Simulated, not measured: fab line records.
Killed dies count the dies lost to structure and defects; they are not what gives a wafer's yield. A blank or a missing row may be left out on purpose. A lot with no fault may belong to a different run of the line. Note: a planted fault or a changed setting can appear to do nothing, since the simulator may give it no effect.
fab line records	flow n5Finfet
record lots=7	wafers=18	lastDay=19
route steps=1938 shown BEOL_M6@1239 PASSIVATION@1936
lots with no fault: from the same line, run without faults
startH: hours from the record's opening day to when the first of the lot's shown wafers began	waitH: hours elapsed since this lot's preceding step	" the same as in the row above	L1.1+2: one row covering several wafers at once	- either no value or no given start	* or withheld: withheld	< > ~ a bound
route shown NAME@n: names a module that has steps shown in the file, with the first one's number in the route	usual: mean/standard deviation taken from wafers without a fault	same: alike in all rows	chamber/n: place in a boat	sites: per-site readings	_std_site: their standard deviation	_edge_site: inner sites' mean taken away from outer sites' mean	radiusMm: how far each site lies from the wafer's centre	mask NAME#n: copy n	behind: the most recent tool/chamber to have shaped the wafer	hold: what put the lot on hold/how long, in hours/how the hold closed	device: transistor that didn't switch, given as n, p or np	end of line: the tests these same wafers got at the end of their route	step lacking rows: just its recipe	killed: at the first sort, the dies lost to defects and structure; wafer yield is something else	map: the dies of a wafer, with x for killed, . for not killed, _ for no die there
set.NAME: setting as actually run; set.NAME@STEP: the setting as run at that earlier step	model.NAME: the simulator's own value behind a step, which no gauge read
lots at some steps of the route; a table a step, a row a wafer
services: the hour from which a tool's chamber was out of use, counted from the record's first day as startH (under 0 if before that day), plus the number of hours and why
## steps
# step N5_BEOL_M6_TRENCH_ETCH_37
# recipe chemistry=C4F6/O2	targetDepthA=944.35	target=SiCOH_lowk	timeS=31.5	ionEnergyEv=250	pressureMtorr=30	sourceW=345	biasW=185	Ar_flow_sccm=300	C4F6_flow_sccm=10	O2_flow_sccm=10
# usual chamberPressureMTorr=29.997/0.027	drypumpMotorCurrentA=5.6/0.53	oes_ar_750_au=0.80/0.076	oesProductAu=0.79/0.079	rfVppV=665/10	showerheadPlenumPTorr=2.84/0.1	throttleValvePct=20.94/0.2
lot.wafer	tool	chamber	startH	waitH	chamberPressureMTorr	drypumpMotorCurrentA	oes_ar_750_au	oesProductAu	rfHoursCounterH	rfVppV	showerheadPlenumPTorr	throttleValvePct
L382.2	rieDiel-06	3	-	-	30.014	5.0	0.91	0.91	41	678	3.04	21.22
L382.3	"	0	"	"	29.995	5.2	0.89	0.88	33	664	2.88	20.73
L382.5	"	1	"	"	30.004	5.9	0.90	0.88	-	673	3.02	20.86
L391.1	rieDiel-04	1	-	-	29.984	5.7	0.74	0.72	209	658	2.70	20.58
L391.2	"	0	"	"	29.976	5.0	0.79	0.78	126	649	2.77	21.10
L394.2	rieDiel-03	3	-	-	29.920	5.7	0.77	0.78	133	657	2.75	20.83
L394.3	"	2	"	"	29.983	5.6	0.78	0.79	112	679	2.74	21.00
L392.1	rieDiel-06	3	-	-	29.994	5.0	0.87	0.88	66	678	3.02	21.25
L392.2	"	1	"	"	29.991	5.9	0.86	0.85	77	674	3.00	20.88
L396.1	rieDiel-03	2	-	-	30.001	5.6	0.77	0.78	123	680	2.73	21.00
L396.4	"	3	"	"	29.993	5.7	0.77	0.76	-	659	2.74	20.85
L396.6	"	3	"	"	29.983	5.7	0.76	0.76	-	658	2.74	20.85
L400.2	rieDiel-04	2	-	-	29.982	6.8	0.94	0.93	8	665	2.81	21.09
L400.4	"	0	"	"	29.985	5.0	0.76	0.76	151	652	2.76	21.14
L400.6	"	0	"	"	29.974	4.9	0.76	0.76	-	651	2.76	21.13
L403.1	rieDiel-04	2	-	-	30.001	6.8	0.93	0.92	15	665	2.80	21.09
L403.2	"	1	"	"	30.025	5.7	0.72	0.70	239	656	2.69	20.62
L403.6	"	0	"	"	30.030	5.0	0.76	0.75	-	650	2.75	21.15
# step N5_BEOL_M6_ETCH_41
# recipe chemistry=CH3F/O2	target=SiCN	targetDepthA=297	taperDeg=2	timeS=52	ionEnergyEv=120	maskMaterial=TiN	pressureMtorr=30	sourceW=395	biasW=75	Ar_flow_sccm=150	CH3F_flow_sccm=30	O2_flow_sccm=20
# usual chamberPressureMTorr=30.000/0.028	drypumpMotorCurrentA=5.6/0.53	oesProductAu=0.79/0.079	rfVppV=297.1/1.8	showerheadPlenumPTorr=1.99/0.076	throttleValvePct=16.32/0.17
lot.wafer	tool	chamber	startH	waitH	chamberPressureMTorr	drypumpMotorCurrentA	oesProductAu	rfHoursCounterH	rfVppV	showerheadPlenumPTorr	throttleValvePct
L382.2	rieDiel-06	3	-	-	30.039	5.0	0.91	41	300.0	2.14	16.51
L382.3	"	0	"	"	30.016	5.3	0.88	33	299.0	2.02	16.14
L382.5	"	1	"	"	30.031	5.9	0.88	-	299.6	2.12	16.19
L391.1	rieDiel-04	1	-	-	29.949	5.7	0.72	209	295.5	1.89	16.06
L391.2	"	0	"	"	29.984	4.9	0.79	126	296.5	1.94	16.46
L394.2	rieDiel-03	3	-	-	29.994	5.7	0.78	133	297.2	1.93	16.22
L394.3	"	2	"	"	29.968	5.6	0.79	112	294.6	1.92	16.42
L392.1	rieDiel-06	3	-	-	30.014	4.9	0.87	66	300.5	2.13	16.56
L392.2	"	1	"	"	30.025	5.9	0.84	77	300.6	2.11	16.24
L396.1	rieDiel-03	2	-	-	29.989	5.6	0.78	123	297.2	1.92	16.43
L396.4	"	3	"	"	30.013	5.7	0.77	-	295.1	1.93	16.26
L396.6	"	3	"	"	29.955	5.7	0.76	-	295.6	1.92	16.25
L400.2	rieDiel-04	2	-	-	29.975	6.8	0.93	8	296.9	1.97	16.40
L400.4	"	0	"	"	29.992	5.0	0.76	151	295.7	1.93	16.50
L400.6	"	0	"	"	29.955	5.0	0.75	-	294.8	1.93	16.49
L403.1	rieDiel-04	2	-	-	30.035	6.8	0.92	15	295.7	1.97	16.40
L403.2	"	1	"	"	29.962	5.7	0.71	239	293.7	1.88	16.11
L403.6	"	0	"	"	30.025	4.9	0.74	-	296.7	1.93	16.51
# step N5_BEOL_M6_STRIP_80
# recipe chemistry=N2/H2	timeS=10	powerW=450	tempC=40	pressureMtorr=20	rfFrequencyHz=6e+07	biasPowerW=7	n2FlowSccm=200	h2FlowSccm=200
# step N5_BEOL_M6_OCD_MEAS_38
# usual trenchDepthNm=93.6/1.5
lot.wafer	tool	chamber	startH	waitH	trenchDepthNm
L382.2	ocd-01	-	227.51	-	96.2
L382.3	"	-	"	"	93.1
L382.5	"	-	"	"	95.3
L391.1	ocd-01	-	282.14	-	93.8
L391.2	"	-	"	"	92.5
L394.2	ocd-01	-	292.59	-	95.0
L394.3	"	-	"	"	93.9
L392.1	ocd-01	-	295.52	-	95.7
L392.2	"	-	"	"	95.3
L396.1	ocd-01	-	321.85	-	93.4
L396.4	"	-	"	"	93.9
L396.6	"	-	"	"	93.6
L400.2	ocd-02	-	337.31	-	93.4
L400.4	"	-	"	"	93.4
L400.6	"	-	"	"	92.5
L403.1	ocd-01	-	355.75	-	93.7
L403.2	"	-	"	"	93.3
L403.6	"	-	"	"	92.9
# step N5_BEOL_M6_HM_STRIP_39
# recipe chemistry=peroxideTinStrip	material=TiN	targetDepthA=250	tempC=50	timeS=158
# step N5_BEOL_M6_SRD_40
# recipe timeS=30	tempC=23	rinseLiquid=diw	dry=ipaMarangoni
# step N5_BEOL_M6_PRECLEAN_42
# recipe chemistry=residueRemover	timeS=60	tempC=40
# step N5_BEOL_M6_SRD_43
# recipe timeS=30	tempC=23	rinseLiquid=diw	dry=ipaMarangoni
# step N5_BEOL_M6_CD_MEAS_35
# recipe targetCdNm=40	targetCdYNm=28	polarity=opening
# usual cdNm=40.1/0.71
lot.wafer	tool	chamber	startH	waitH	cdNm
L382.2	cdSem-03	-	227.67	0.0	39.5
L382.3	"	-	"	"	39.5
L382.5	"	-	"	"	39.7
L391.1	cdSem-01	-	282.29	0.0	40.2
L391.2	"	-	"	"	40.5
L394.2	cdSem-01	-	292.75	0.0	40.9
L394.3	"	-	"	"	40.9
L392.1	cdSem-01	-	295.67	0.0	40.0
L392.2	"	-	"	"	41.3
L396.1	cdSem-02	-	322.01	0.0	40.8
L396.4	"	-	"	"	40.5
L396.6	"	-	"	"	40.9
L400.2	cdSem-01	-	337.47	0.0	40.5
L400.4	"	-	"	"	40.2
L400.6	"	-	"	"	39.8
L403.1	cdSem-02	-	355.90	0.0	39.9
L403.2	"	-	"	"	39.9
L403.6	"	-	"	"	40.0
# step N5_BEOL_M6_CURE_75
# recipe tempC=370	timeS=120	ambient=DMADMS/He	material=SiCOH_lowk
# step N5_BEOL_M6_DEGAS_44
# recipe ambient=vacuum	tempC=250	timeS=60
# usual heaterPowerW=335/19
lot.wafer	tool	chamber	startH	waitH	heaterPowerW
L382.2	pvdSputter-02	-	228.28	0.5	341
L382.3	"	-	"	"	326
L382.5	"	-	"	"	311
L391.1	pvdSputter-01	-	282.72	0.3	330
L391.2	"	-	"	"	338
L394.2	pvdSputter-02	-	293.41	0.4	315
L394.3	"	-	"	"	369
L392.1	pvdSputter-01	-	296.10	0.3	321
L392.2	"	-	"	"	344
L396.1	pvdSputter-01	-	322.50	0.4	330
L396.4	"	-	"	"	341
L396.6	"	-	"	"	329
L400.2	pvdSputter-02	-	337.94	0.3	312
L400.4	"	-	"	"	376
L400.6	"	-	"	"	335
L403.1	pvdSputter-02	-	356.32	0.3	380
L403.2	"	-	"	"	326
L403.6	"	-	"	"	373
# step N5_BEOL_M6_PRE_CLEAN_45
# recipe gas=H2/He	timeS=30	tempC=250
# usual heaterPowerW=336/20
lot.wafer	tool	chamber	startH	waitH	heaterPowerW
L382.2	pvdSputter-02	-	228.32	0.0	341
L382.3	"	-	"	"	333
L382.5	"	-	"	"	311
L391.1	pvdSputter-01	-	282.76	0.0	342
L391.2	"	-	"	"	345
L394.2	pvdSputter-02	-	293.45	0.0	309
L394.3	"	-	"	"	380
L392.1	pvdSputter-01	-	296.14	0.0	322
L392.2	"	-	"	"	347
L396.1	pvdSputter-01	-	322.54	0.0	336
L396.4	"	-	"	"	340
L396.6	"	-	"	"	325
L400.2	pvdSputter-02	-	337.98	0.0	315
L400.4	"	-	"	"	379
L400.6	"	-	"	"	337
L403.1	pvdSputter-02	-	356.36	0.0	383
L403.2	"	-	"	"	337
L403.6	"	-	"	"	375
# step N5_BEOL_M6_ALD_77
# recipe material=TaN	targetThkA=20	tempC=275	aldPrecursorFamily=PDMAT	aldCoReactant=NH3	pressureTorr=3	carrierFlowSccm=1500	pulseTimeS=2	purgeTimeS=3	coReactantPurgeTimeS=2	coReactantPulseTimeS=3	aldCycles=40	precursorVesselTempC=75	precursorVesselPressureTorr=26.25	precursorVesselCarrierSccm=1000
# usual coReactantPulseTimeS=3/0	heaterPowerW=408/49	mfcCarrierSccm=1500/4.8
# same aldCycles=40
lot.wafer	tool	chamber	startH	waitH	coReactantPulseTimeS	heaterPowerW	mfcCarrierSccm
L382.2	aldMetal-03	2	228.56	0.2	3	494	1495
L382.3	"	0	"	"	3	388	1502
L382.5	"	0	"	"	3	388	1505
L391.1	aldMetal-03	2	282.87	0.1	3	493	1500
L391.2	"	1	"	"	3.5354	417	1499
L394.2	aldMetal-03	3	293.51	0.0	3.5354	483	1503
L394.3	"	2	"	"	3.5354	485	1497
L392.1	aldMetal-03	2	296.20	0.0	3	486	1504
L392.2	"	3	"	"	3.5354	485	1510
L396.1	aldMetal-04	3	322.60	0.0	3	364	1503
L396.4	"	0	"	"	3	367	1501
L396.6	"	2	"	"	3	358	1494
L400.2	aldMetal-04	3	338.11	0.1	3	372	1500
L400.4	"	2	"	"	3	358	1507
L400.6	"	0	"	"	3	375	1489
L403.1	aldMetal-04	0	356.43	0.0	3	369	1492
L403.2	"	1	"	"	3	378	1503
L403.6	"	0	"	"	3	371	1498
# step N5_BEOL_M6_SURFACE_TREAT_79
# recipe gas=Ar	timeS=*	ionEnergyEv=*	ionCurrentMaCm2=0.5	pressureMtorr=*	arFlowSccm=30
# usual pressureMtorr=*	throttleValvePct=*
lot.wafer	tool	chamber	startH	waitH	pressureMtorr	throttleValvePct
L382.2	pvdSputter-02	-	228.92	0.2	*	*
L382.3	"	-	"	"	*	*
L382.5	"	-	"	"	*	*
L391.1	pvdSputter-01	-	283.46	0.5	*	*
L391.2	"	-	"	"	*	*
L394.2	pvdSputter-01	-	293.80	0.2	*	*
L394.3	"	-	"	"	*	*
L392.1	pvdSputter-03	-	296.48	0.2	*	*
L392.2	"	-	"	"	*	*
L396.1	pvdSputter-01	-	322.98	0.2	*	*
L396.4	"	-	"	"	*	*
L396.6	"	-	"	"	*	*
L400.2	pvdSputter-01	-	339.71	1.5	*	*
L400.4	"	-	"	"	*	*
L400.6	"	-	"	"	*	*
L403.1	pvdSputter-02	-	356.86	0.3	*	*
L403.2	"	-	"	"	*	*
L403.6	"	-	"	"	*	*
# step N5_PASSIVATION_PROBE_49
# usual defectLimitedYield=91.2/1.4	killed_at_M0_to_M3=34/9.4	killed_at_M4_up=14/5.6	killedAtContacts=13/7.8	killedAtFrontEnd=37/10	killedAtOther=4/3.3	killedDies=103/17	killedOnRim=14/3.5	killedOpen=68/13	killedShort=33/8.2	sort_bin_5_function=5.1/0.92	sort_bin_6_memory=3.3/0.71	sort_bin_8_speed=0.01/0.043	sortNPass=1077/17	sortYieldPct=91.2/1.4
# same grossDies=1180	killedAtBackSide=0	sort_bin_4_leakage[%]=0
lot.wafer	tool	chamber	startH	waitH	defectLimitedYield[%]	killed_at_M0_to_M3	killed_at_M4_up	killedAtContacts	killedAtFrontEnd	killedAtOther	killedDies	killedOnRim	killedOpen	killedShort	sort_bin_5_function[%]	sort_bin_6_memory[%]	sort_bin_8_speed[%]	sortNPass	sortYieldPct[%]
L382.2	prober-02	-	318.11	0.1	90.6	23	21	12	54	1	111	14	83	28	5.3	3.8	0	1069	90.6
L382.3	prober-02	-	318.16	0.1	91.5	18	14	11	57	0	100	17	72	26	4.8	3.2	0	1080	91.5
L382.5	prober-02	-	318.26	0.2	92.5	30	16	0	42	0	88	19	56	27	4.0	2.6	0.17	1090	92.4
L391.1	prober-02	-	372.54	0.0	90.3	42	9	28	34	1	114	9	75	39	5.7	3.7	0	1066	90.3
L391.2	prober-02	-	372.59	0.1	91.2	39	11	19	35	0	104	11	64	39	5.3	3.3	0	1076	91.2
L392.1	prober-01	-	377.92	0.0	91.4	43	22	8	27	1	101	20	71	29	5.5	2.6	0	1079	91.4
L392.2	prober-01	-	377.97	0.1	89.6	48	21	6	47	1	123	13	91	32	6.1	3.8	0	1057	89.6
L394.2	prober-02	-	383.00	0.1	90.8	34	13	4	55	3	109	22	69	37	5.2	3.7	0	1071	90.8
L394.3	prober-02	-	383.05	0.1	90.4	34	14	19	39	7	113	16	77	35	5.9	3.2	0	1067	90.4
L396.1	prober-01	-	409.87	0.0	92.5	28	7	7	45	2	89	13	70	19	4.2	3.0	0	1091	92.5
L396.4	prober-01	-	410.02	0.2	91.3	25	12	9	56	1	103	20	63	34	4.9	3.1	0	1077	91.3
L396.6	prober-01	-	410.12	0.3	93.6	27	6	11	30	2	76	9	51	25	3.2	2.7	0	1104	93.6
L400.2	prober-02	-	434.85	0.1	90.1	41	22	19	32	3	117	12	88	28	7.2	2.6	0	1063	90.1
L400.4	prober-02	-	434.95	0.2	92.1	36	22	5	28	2	93	11	55	31	4.7	2.4	0	1087	92.1
L400.6	prober-02	-	435.05	0.3	93.1	25	10	14	30	3	82	14	53	20	4.2	1.7	0	1098	93.1
L403.1	prober-02	-	452.51	0.0	93.7	27	8	3	32	4	74	8	41	32	3.6	2.3	0	1106	93.7
L403.2	prober-02	-	452.56	0.1	91.3	40	14	9	35	5	103	14	56	42	5.2	2.7	0	1077	91.3
L403.6	prober-02	-	452.76	0.3	90.7	39	20	10	34	7	110	16	76	34	5.8	3.3	0	1070	90.7
# killed by level:class
L382.2 STI_FIN_REVEAL:geometricParticle:open=25 BEOL_M4:geometricParticle:open=11 MOL_CONTACT_COAG:geometricParticle:open=8 BEOL_M3:geometricParticle:open=7 BEOL_M0:geometricParticle:open=6 DUMMY_GATE:geometricParticle:open=6 ILD0:geometricParticle:short=5 BEOL_M1:geometricParticle:open=5
L382.3 STI_FIN_REVEAL:geometricParticle:open=26 MOL_CONTACT_COAG:geometricParticle:open=10 FIN_SAQP:geometricParticle:open=5 FIN_SAQP:geometricParticle:short=5 BEOL_M1:geometricParticle:open=5 DUMMY_GATE:geometricParticle:open=4 BEOL_M2:geometricParticle:open=4 BEOL_M4:geometricParticle:short=4
L382.5 STI_FIN_REVEAL:geometricParticle:open=10 BEOL_M4:geometricParticle:open=7 FIN_SAQP:geometricParticle:short=6 BEOL_M2:geometricParticle:open=6 BEOL_M1:geometricParticle:open=5 HKMG_FIN:areaEtch=5 FIN_SAQP:geometricParticle:open=4 BEOL_M3:geometricParticle:short=4
L391.1 MOL_CONTACT_COAG:geometricParticle:open=23 BEOL_M0_SAQP:geometricParticle:short=15 GATE_CUT:geometricParticle:open=10 BEOL_M0_SAQP:geometricParticle:open=10 STI_FIN_REVEAL:geometricParticle:open=6 GATE_CUT:geometricParticle:short=6 MOL_CONTACT_COAG:geometricParticle:short=5 BEOL_M1:geometricParticle:open=5
L391.2 BEOL_M3:geometricParticle:open=16 MOL_CONTACT_COAG:geometricParticle:open=13 FIN_SAQP:geometricParticle:short=10 BEOL_M0_SAQP:geometricParticle:short=9 GATE_CUT:geometricParticle:short=7 MOL_CONTACT_COAG:geometricParticle:short=6 BEOL_M0_SAQP:geometricParticle:open=5 BEOL_M2:geometricParticle:open=4
L392.1 BEOL_M0_SAQP:geometricParticle:open=18 BEOL_M0_SAQP:geometricParticle:short=12 STI_FIN_REVEAL:geometricParticle:open=11 MOL_CONTACT_COAG:geometricParticle:open=8 BEOL_M5:geometricParticle:open=7 BEOL_M2:geometricParticle:open=6 GATE_CUT:geometricParticle:short=5 BEOL_M1:geometricParticle:open=5
L392.2 STI_FIN_REVEAL:geometricParticle:open=16 BEOL_M0_SAQP:geometricParticle:open=15 BEOL_M0_SAQP:geometricParticle:short=11 FIN_SAQP:geometricParticle:open=9 BEOL_M5:geometricParticle:open=9 BEOL_M1:geometricParticle:open=8 BEOL_M2:geometricParticle:open=7 MOL_CONTACT_COAG:geometricParticle:open=6
L394.2 BEOL_M3:geometricParticle:open=14 STI_FIN_REVEAL:geometricParticle:open=13 FIN_SAQP:geometricParticle:short=10 FIN_SAQP:geometricParticle:open=9 GATE_CUT:geometricParticle:short=4 BEOL_M3:geometricParticle:short=4 STARTING-WAFER:geometricParticle:open=4 STI_FIN_REVEAL:geometricParticle:short=3
L394.3 MOL_CONTACT_COAG:geometricParticle:open=14 BEOL_M3:geometricParticle:open=11 FIN_SAQP:geometricParticle:open=9 FIN_SAQP:geometricParticle:short=8 STI_FIN_REVEAL:geometricParticle:open=8 BEOL_M2:geometricParticle:open=5 MOL_CONTACT_COAG:geometricParticle:short=5 BEOL_M0_SAQP:geometricParticle:short=4
L396.1 STI_FIN_REVEAL:geometricParticle:open=18 BEOL_M1:geometricParticle:open=10 FIN_SAQP:geometricParticle:open=9 GATE_CUT:geometricParticle:open=6 MOL_CONTACT_COAG:geometricParticle:open=6 BEOL_M0_SAQP:geometricParticle:short=5 FIN_SAQP:geometricParticle:short=4 BEOL_M0_SAQP:geometricParticle:open=3
L396.4 FIN_SAQP:geometricParticle:open=12 FIN_SAQP:geometricParticle:short=11 STI_FIN_REVEAL:geometricParticle:open=11 BEOL_M0_SAQP:geometricParticle:open=9 MOL_CONTACT_COAG:geometricParticle:open=8 BEOL_M0_SAQP:geometricParticle:short=5 BEOL_M2:geometricParticle:open=5 HKMG_FIN:areaEtch=5
L396.6 STI_FIN_REVEAL:geometricParticle:open=12 BEOL_M2:geometricParticle:open=10 MOL_CONTACT_COAG:geometricParticle:open=8 BEOL_M0_SAQP:geometricParticle:open=6 BEOL_M1:geometricParticle:open=5 BEOL_M0_SAQP:geometricParticle:short=4 FIN_SAQP:geometricParticle:short=3 DUMMY_GATE:geometricParticle:open=3
L400.2 MOL_CONTACT_COAG:geometricParticle:open=16 BEOL_M1:geometricParticle:open=12 BEOL_M4:geometricParticle:open=11 BEOL_M2:geometricParticle:open=10 FIN_SAQP:geometricParticle:open=9 BEOL_M3:geometricParticle:open=7 BEOL_M0_SAQP:geometricParticle:open=6 FIN_SAQP:geometricParticle:short=5
L400.4 BEOL_M3:geometricParticle:open=14 BEOL_M4:geometricParticle:open=11 FIN_SAQP:geometricParticle:short=10 BEOL_M1:geometricParticle:open=6 HKMG_FIN:areaEtch=6 MOL_CONTACT_COAG:geometricParticle:open=5 BEOL_M0_SAQP:geometricParticle:open=5 BEOL_M1:geometricParticle:short=5
L400.6 MOL_CONTACT_COAG:geometricParticle:open=12 BEOL_M3:geometricParticle:open=9 HKMG_FIN:areaEtch=9 BEOL_M1:geometricParticle:open=8 BEOL_M4:geometricParticle:open=8 FIN_SAQP:geometricParticle:short=4 BEOL_M1:geometricParticle:short=4 STARTING-WAFER:geometricParticle:short=4
L403.1 STI_FIN_REVEAL:geometricParticle:open=7 BEOL_M2:geometricParticle:open=7 FIN_SAQP:geometricParticle:short=6 BEOL_M0_SAQP:geometricParticle:short=5 FIN_SAQP:geometricParticle:open=4 BEOL_M0_SAQP:geometricParticle:open=4 BEOL_M2:geometricParticle:short=4 BEOL_M3:geometricParticle:open=4
L403.2 BEOL_M2:geometricParticle:open=15 BEOL_M0_SAQP:geometricParticle:short=10 BEOL_M4:geometricParticle:open=9 MOL_CONTACT_COAG:geometricParticle:open=8 FIN_SAQP:geometricParticle:short=7 BEOL_M2:geometricParticle:short=7 STI_FIN_REVEAL:geometricParticle:open=5 HKMG_FIN:areaEtch=5
L403.6 BEOL_M2:geometricParticle:open=12 BEOL_M4:geometricParticle:open=11 MOL_CONTACT_COAG:geometricParticle:open=9 STI_FIN_REVEAL:geometricParticle:open=8 BEOL_M2:geometricParticle:short=8 BEOL_M3:geometricParticle:open=8 DUMMY_GATE:geometricParticle:open=5 BEOL_M0_SAQP:geometricParticle:short=5
## services
tool	chamber	startH	hours	kind
aldMetal-04	-	206.18	28.1	pm
rieDiel-06	2	215.81	-	clean
rieDiel-06	2	215.81	-	consumableReplace:focusRing
rieDiel-06	2	215.81	15.1	scheduledDown
rieDiel-06	2	215.81	15.1	ventCycle
aldMetal-03	-	220.47	0.9	repair
rieDiel-03	1	265.87	8.3	repair
rieDiel-04	2	281.12	-	clean
rieDiel-04	2	281.12	-	consumableReplace:focusRing
rieDiel-04	2	281.12	32.3	scheduledDown
rieDiel-04	2	281.12	32.3	ventCycle
rieDiel-03	0	314.36	19.1	repair
rieDiel-03	1	319.35	9.5	repair
rieDiel-06	0	335.30	4.4	repair
rieDiel-03	3	338.59	11.0	repair
rieDiel-04	3	341.90	-	clean
rieDiel-04	3	341.90	-	consumableReplace:focusRing
rieDiel-04	3	341.90	15.6	scheduledDown
rieDiel-04	3	341.90	15.6	ventCycle
## key
firstSign step=N5_BEOL_M6_ALD_77	reading=coReactantPulseTimeS	direction=up	sigmas=99+	usual=*	struck=*
effect none on later readings
metAt N5_BEOL_M6_ALD_77
struckWafers L391.2,L392.2,L394.2,L394.3
onsetBetween 228.56 282.87
fault kind=processParameterDrift	tool=aldMetal-03	chamber=-	onsetH=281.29	steps=N5_BEOL_M6_ALD_77	channel=coReactantPulseTimeS	offset=*	shape=step	endH=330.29	scope=struckWafersOnly	actsIn=*	stated=*
